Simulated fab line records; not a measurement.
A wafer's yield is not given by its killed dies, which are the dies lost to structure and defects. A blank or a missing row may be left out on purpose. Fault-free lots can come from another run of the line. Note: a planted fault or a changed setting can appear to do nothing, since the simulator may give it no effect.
8D (eight disciplines) problem report, filled in by code	flow n5 finfet	the parts of the form that need people (team, actions taken, sign-off) are left out

## 1. PROBLEM STATEMENT
Wafers without a fault read 133, standard deviation 39; raw defect count at N5_GATE_CUT_INSPECT_15 reads a mean of 799 on 6 wafers belonging to 2 lots. Measured from the usual mean, that is +17 standard deviations.
The step: inspects for defects (brightfield).
First seen on wafer L776.1, day 7 20:44, on defect inspect-02. Wafers with a number at this step in the record: 26, from 9 lots. By rule, "out" or "out of limits" means more than 4 standard deviations away from the usual mean. The other wafers with a number count as sound.

## 2. WHAT IT IS; WHAT IT IS NOT
question	is	is not
which readings at this step	raw defect count	-
which lots	L776, L777	L763, L764, L765, L766, L767, L768, L781
which wafers of those lots	all that have a number	-
read on which gauges	defect inspect-01, defect inspect-02	-
when	from day 7 20:44	up to then (17 sound wafers); but 3 sound wafers of L781 came after

## 3. WHAT RULES OUT EACH SUSPECT
Counting: a tool stays on the suspect list if, at a process step up to the reading, it processed all lots that are out and no sound lot following the first of them.
- the gauge at N5_GATE_CUT_INSPECT_15 is ruled out. 2 gauges (defect inspect-01, defect inspect-02) read the wafers that are out.
- pecvd-01 at N5_GATE_CUT_HM_DEP_46 (deposits SiO2 from TEOS/O2, target thk 130 nm, time 26.6 s): kept. It ran every lot that is out, first L776 (day 7 20:17), and no sound lot after that; its last sound lot up to then is L768 (day 5 15:51).
After counting, what remains is pecvd-01 at N5_GATE_CUT_HM_DEP_46.

## 4. THE CAUSE (what the simulator had put in)
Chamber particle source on pecvd-01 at N5_GATE_CUT_HM_DEP_46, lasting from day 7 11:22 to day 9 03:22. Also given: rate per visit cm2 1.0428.
The count eliminated every tool but this one.

## 5. THE CHAIN OF EFFECTS, in route order
Each row: a reading where the mean over the struck wafers with a number is more than 3 standard deviations away from the usual. Scope: only readings with a usual standard deviation given in the record; hours: median across lots of the time from each lot's start at the first step in this table that gives one to its start at this step; sigmas: change in usual standard deviations.
hours	step	reading	usual	on struck wafers	change	sigmas
0	N5_GATE_CUT_INSPECT_15	raw defect count	133	799	+666	+17
186	N5_PASSIVATION_PROBE_49	killed at front end	40	155	+115	+10
186	N5_PASSIVATION_PROBE_49	killed dies	105	218	+113	+6.3
Its process steps:
- N5_PASSIVATION_PROBE_49

## 6. HOW IT WOULD HAVE BEEN CAUGHT EARLIER
In this record the first reading out of limits at a measuring or inspecting step was taken at day 7 20:44, 9 hours after the fault began at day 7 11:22.
Tool readings at N5_GATE_CUT_HM_DEP_46 with a usual standard deviation given in the record: none out on any struck wafer, hence no alarm at a limit of 4 standard deviations on them.
Lots out: 2; of these, L777 started N5_GATE_CUT_HM_DEP_46 on pecvd-01 after day 7 20:44. Holding the tool at that time would have saved it.
